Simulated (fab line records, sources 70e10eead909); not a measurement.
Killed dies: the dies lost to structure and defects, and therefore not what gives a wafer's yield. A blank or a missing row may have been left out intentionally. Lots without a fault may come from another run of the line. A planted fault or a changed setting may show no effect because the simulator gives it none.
Matching of chambers :: flow nand harc :: NHARC_A_CHANNEL_FILL_D1_CMP_10 on cmp-01 has 4 sister chambers
The step polishes, target thk 150 nm. 18 wafers are shown with their chamber, then 9 later ones without.

## WAFERS PAIRED WITH THEIR CHAMBERS
wafer: L077.1
chamber: 1
motor current A (A): 11.2
time to endpoint s (s): 12.7

wafer: L077.5
chamber: 3
motor current A (A): 12.1
time to endpoint s (s): 10.8

wafer: L077.6
chamber: 0
motor current A (A): 9.4
time to endpoint s (s): 12.0

wafer: L081.1
chamber: 2
motor current A (A): 12.7
time to endpoint s (s): 13.2

wafer: L081.3
chamber: 3
motor current A (A): 12.1
time to endpoint s (s): 10.8

wafer: L081.4
chamber: 1
motor current A (A): 11.2
time to endpoint s (s): 11.9

wafer: L083.1
chamber: 1
motor current A (A): 11.4
time to endpoint s (s): 15.9

wafer: L083.3
chamber: 0
motor current A (A): 9.6
time to endpoint s (s): 16.1

wafer: L083.6
chamber: 2
motor current A (A): 13.4
time to endpoint s (s): 16.8

wafer: L087.1
chamber: 2
motor current A (A): 12.8
time to endpoint s (s): 16.0

wafer: L087.2
chamber: 0
motor current A (A): 9.5
time to endpoint s (s): 15.9

wafer: L087.6
chamber: 1
motor current A (A): 10.7
time to endpoint s (s): 16.6

wafer: L089.1
chamber: 0
motor current A (A): 9.7
time to endpoint s (s): 14.5

wafer: L089.2
chamber: 1
motor current A (A): 11.6
time to endpoint s (s): 16.0

wafer: L089.5
chamber: 0
motor current A (A): 10.0
time to endpoint s (s): 14.0

wafer: L092.1
chamber: 0
motor current A (A): 9.7
time to endpoint s (s): 13.0

wafer: L092.5
chamber: 1
motor current A (A): 11.1
time to endpoint s (s): 15.5

wafer: L092.6
chamber: 2
motor current A (A): 12.6
time to endpoint s (s): 15.3

SIGNATURES (averages over the wafers above)
reading: motor current A
chamber 0: 9.650
chamber 1: 11.200
chamber 2: 12.875
chamber 3: 12.100
scatter within a chamber: 0.275

reading: time to endpoint s
chamber 0: 14.250
chamber 1: 14.767
chamber 2: 15.325
chamber 3: 10.800
scatter within a chamber: 1.67
Rule: for a wafer and a chamber, the distance is found by dividing, reading by reading, the gap between the wafer's reading and the chamber's mean by the reading's scatter, squaring, summing and taking the root. The wafer belongs to the nearest chamber; if the next one is less than 2 further off, it can't be placed. The scatter: the root of (the sum of the squares of (reading less its chamber's mean) over the shown wafers, divided by (wafers less chambers)).

## WAFERS WITH NO CHAMBER GIVEN
wafer: L094.3
motor current A (A): 9.6
time to endpoint s (s): 11.4

wafer: L094.4
motor current A (A): 12.3
time to endpoint s (s): 10.4

wafer: L094.6
motor current A (A): 12.4
time to endpoint s (s): 12.4

wafer: L095.1
motor current A (A): 12.6
time to endpoint s (s): 13.4

wafer: L095.2
motor current A (A): 11.4
time to endpoint s (s): 13.4

wafer: L095.6
motor current A (A): 12.0
time to endpoint s (s): 12.5

wafer: L096.2
motor current A (A): 12.5
time to endpoint s (s): 14.1

wafer: L096.4
motor current A (A): 12.4
time to endpoint s (s): 12.9

wafer: L096.5
motor current A (A): 12.5
time to endpoint s (s): 13.8

## EACH ONE'S CHAMBER
wafer: L094.3
from the rows above: 0
in truth: 0

wafer: L094.4
from the rows above: 3
in truth: 3

wafer: L094.6
from the rows above: can't be placed: 3 or 2
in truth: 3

wafer: L095.1
from the rows above: can't be placed: 2 or 3
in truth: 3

wafer: L095.2
from the rows above: can't be placed: 1 or 3
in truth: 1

wafer: L095.6
from the rows above: 3
in truth: 3

wafer: L096.2
from the rows above: can't be placed: 2 or 3
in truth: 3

wafer: L096.4
from the rows above: can't be placed: 3 or 2
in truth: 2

wafer: L096.5
from the rows above: can't be placed: 2 or 3
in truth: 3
3 of 9 placed correctly. Unplaceable from these rows: 6, with the true chamber sitting among the candidates in 6. 0 placed wrongly.
